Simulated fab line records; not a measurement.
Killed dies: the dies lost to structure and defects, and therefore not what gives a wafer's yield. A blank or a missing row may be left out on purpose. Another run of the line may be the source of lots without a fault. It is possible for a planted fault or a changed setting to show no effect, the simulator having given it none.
Split-lot study :: flow n5 finfet :: on a route of 1938 steps: 7 lots, 39 wafers read

## ABOUT THE SPLIT
At N5_MOL_CONTACT_COAG_ETCH_124 (etches SiNx in CH3F/O2, stops on SiOC, target depth 6.5 nm), the setting source w was moved away from the recipe's 395 W on 12 of the 39 wafers read, by -15.1% to +17.2%. This setting was run at the recipe's value on the other wafers.

The reading comes from the split's own step.

## THE READING
rf vpp V, in V, at N5_MOL_CONTACT_COAG_ETCH_124 (etches SiNx in CH3F/O2, stops on SiOC, target depth 6.5 nm). On this fab line, fault-free wafers typically give 298.2 V with a standard deviation of 2.6 V.

wafer: L080.1
tool, chamber at the split: rie diel-04, 0
source w as run, W: 335.5
against the recipe: -15.1%
rf vpp V, V: 320.2
against lot-mates on the recipe: +23.6

wafer: L080.2
tool, chamber at the split: rie diel-04, 3
source w as run, W: 335.5
against the recipe: -15.1%
rf vpp V, V: 317.4
against lot-mates on the recipe: +20.8

wafer: L080.3
tool, chamber at the split: rie diel-04, 1
source w as run, W: 395
against the recipe: recipe
rf vpp V, V: 296.4
against lot-mates on the recipe: -

wafer: L080.4
tool, chamber at the split: rie diel-04, 0
source w as run, W: 395
against the recipe: recipe
rf vpp V, V: 293.8
against lot-mates on the recipe: -

wafer: L080.5
tool, chamber at the split: rie diel-04, 3
source w as run, W: 335.5
against the recipe: -15.1%
rf vpp V, V: 317.5
against lot-mates on the recipe: +20.9

wafer: L080.6
tool, chamber at the split: rie diel-04, 1
source w as run, W: 395
against the recipe: recipe
rf vpp V, V: 299.7
against lot-mates on the recipe: -

wafer: L087.1
tool, chamber at the split: rie diel-02, 0
source w as run, W: 462.8
against the recipe: +17.2%
rf vpp V, V: 278.9
against lot-mates on the recipe: -19.6

wafer: L087.2
tool, chamber at the split: rie diel-02, 1
source w as run, W: 395
against the recipe: recipe
rf vpp V, V: 294.9
against lot-mates on the recipe: -

wafer: L087.3
tool, chamber at the split: rie diel-02, 3
source w as run, W: 462.8
against the recipe: +17.2%
rf vpp V, V: 280.6
against lot-mates on the recipe: -17.9

wafer: L087.4
tool, chamber at the split: rie diel-02, 2
source w as run, W: 395
against the recipe: recipe
rf vpp V, V: 300.9
against lot-mates on the recipe: -

wafer: L087.5
tool, chamber at the split: rie diel-02, 0
source w as run, W: 395
against the recipe: recipe
rf vpp V, V: 299.6
against lot-mates on the recipe: -

wafer: L087.6
tool, chamber at the split: rie diel-02, 3
source w as run, W: 462.8
against the recipe: +17.2%
rf vpp V, V: 279.4
against lot-mates on the recipe: -19.1

wafer: L089.1
tool, chamber at the split: rie diel-02, 2
source w as run, W: 395
against the recipe: recipe
rf vpp V, V: 302.4
against lot-mates on the recipe: -

wafer: L089.2
tool, chamber at the split: rie diel-02, 1
source w as run, W: 395
against the recipe: recipe
rf vpp V, V: 294.9
against lot-mates on the recipe: -

wafer: L089.3
tool, chamber at the split: rie diel-02, 0
source w as run, W: 395
against the recipe: recipe
rf vpp V, V: 300.0
against lot-mates on the recipe: -

wafer: L089.4
tool, chamber at the split: rie diel-02, 3
source w as run, W: 395
against the recipe: recipe
rf vpp V, V: 301.1
against lot-mates on the recipe: -

wafer: L089.5
tool, chamber at the split: rie diel-02, 3
source w as run, W: 395
against the recipe: recipe
rf vpp V, V: 302.1
against lot-mates on the recipe: -

wafer: L089.6
tool, chamber at the split: rie diel-02, 0
source w as run, W: 395
against the recipe: recipe
rf vpp V, V: 299.7
against lot-mates on the recipe: -

wafer: L090.1
tool, chamber at the split: rie diel-02, 2
source w as run, W: 395
against the recipe: recipe
rf vpp V, V: 299.8
against lot-mates on the recipe: -

wafer: L090.2
tool, chamber at the split: rie diel-02, 0
source w as run, W: 395
against the recipe: recipe
rf vpp V, V: 301.3
against lot-mates on the recipe: -

wafer: L090.3
tool, chamber at the split: rie diel-02, 3
source w as run, W: 345.9
against the recipe: -12.4%
rf vpp V, V: 321.4
against lot-mates on the recipe: +20.2

wafer: L090.4
tool, chamber at the split: rie diel-02, 1
source w as run, W: 345.9
against the recipe: -12.4%
rf vpp V, V: 314.0
against lot-mates on the recipe: +12.8

wafer: L090.5
tool, chamber at the split: rie diel-02, 3
source w as run, W: 395
against the recipe: recipe
rf vpp V, V: 302.4
against lot-mates on the recipe: -

wafer: L090.6
tool, chamber at the split: rie diel-02, 0
source w as run, W: 345.9
against the recipe: -12.4%
rf vpp V, V: 317.6
against lot-mates on the recipe: +16.4

wafer: L093.1
tool, chamber at the split: rie diel-02, 0
source w as run, W: 395
against the recipe: recipe
rf vpp V, V: 299.0
against lot-mates on the recipe: -

wafer: L093.2
tool, chamber at the split: rie diel-02, 1
source w as run, W: 395
against the recipe: recipe
rf vpp V, V: 294.1
against lot-mates on the recipe: -

wafer: L093.3
tool, chamber at the split: rie diel-02, 3
source w as run, W: 395
against the recipe: recipe
rf vpp V, V: 300.4
against lot-mates on the recipe: -

wafer: L093.4
tool, chamber at the split: rie diel-02, 2
source w as run, W: 395
against the recipe: recipe
rf vpp V, V: 301.0
against lot-mates on the recipe: -

wafer: L093.5
tool, chamber at the split: rie diel-02, 3
source w as run, W: 395
against the recipe: recipe
rf vpp V, V: 299.4
against lot-mates on the recipe: -

wafer: L093.6
tool, chamber at the split: rie diel-02, 0
source w as run, W: 395
against the recipe: recipe
rf vpp V, V: 301.1
against lot-mates on the recipe: -

wafer: L095.1
tool, chamber at the split: rie diel-02, 1
source w as run, W: 435.9
against the recipe: +10.4%
rf vpp V, V: 282.3
against lot-mates on the recipe: -15.8

wafer: L095.2
tool, chamber at the split: rie diel-02, 3
source w as run, W: 435.9
against the recipe: +10.4%
rf vpp V, V: 287.6
against lot-mates on the recipe: -10.5

wafer: L095.3
tool, chamber at the split: rie diel-02, 2
source w as run, W: 395
against the recipe: recipe
rf vpp V, V: 300.0
against lot-mates on the recipe: -

wafer: L095.4
tool, chamber at the split: rie diel-02, 3
source w as run, W: 435.9
against the recipe: +10.4%
rf vpp V, V: 286.3
against lot-mates on the recipe: -11.8

wafer: L095.5
tool, chamber at the split: rie diel-02, 1
source w as run, W: 395
against the recipe: recipe
rf vpp V, V: 294.2
against lot-mates on the recipe: -

wafer: L095.6
tool, chamber at the split: rie diel-02, 2
source w as run, W: 395
against the recipe: recipe
rf vpp V, V: 300.0
against lot-mates on the recipe: -

wafer: L096.4
tool, chamber at the split: rie diel-05, 3
source w as run, W: 395
against the recipe: recipe
rf vpp V, V: 298.1
against lot-mates on the recipe: -

wafer: L096.5
tool, chamber at the split: rie diel-05, 2
source w as run, W: 395
against the recipe: recipe
rf vpp V, V: 298.7
against lot-mates on the recipe: -

wafer: L096.6
tool, chamber at the split: rie diel-05, 1
source w as run, W: 395
against the recipe: recipe
rf vpp V, V: 294.9
against lot-mates on the recipe: -

THE FIT
A straight line over all 39 wafers: rf vpp V changes by -1.27 V for each +1% of source w; r = -0.96; the points scatter about the line by 2.8 V.
The same after taking each lot's own level away (the mean of its wafers on the recipe; 39 wafers): -1.26 V for each +1%; r = -0.97; scatter 2.5 V.
On that fit, the largest move of source w shifts the reading by 22 V.
Across the lots, their own levels run from 296.63 to 301.17 V, a range of 1.7 times the standard deviation given above.
The two slopes are in agreement: the lot-to-lot level therefore moves the slope only a little.
Check: with one of the wafers moved furthest among these (+17.2%) left out of the fit, the line predicts -21.4 V for it against its lot-mates. Against them it came out at -19.6 V.
Tool readings at the split's step, against how far the setting was moved: rf vpp V r = -0.96.

## FURTHER SPLITS ON THESE WAFERS
Other splits were also applied to these wafers ahead of the reading. Each is held against what the fit with the lots' levels taken away leaves over:
other split on the same wafers: N5_SD_EPI_N_EPI_21 dopant conc cm3
wafers away from the commonest value: 15
r with rf vpp V (lot level and that fit taken away): +0.00

other split on the same wafers: N5_SD_EPI_P_EPI_21 time s
wafers away from the commonest value: 9
r with rf vpp V (lot level and that fit taken away): +0.03

other split on the same wafers: N5_GATE_CUT_ETCH_58 target depth a
wafers away from the commonest value: 18
r with rf vpp V (lot level and that fit taken away): -0.21

## FILE'S OWN FIT
rf vpp V changes by -1.26 V for each +1% of source w, r = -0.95.
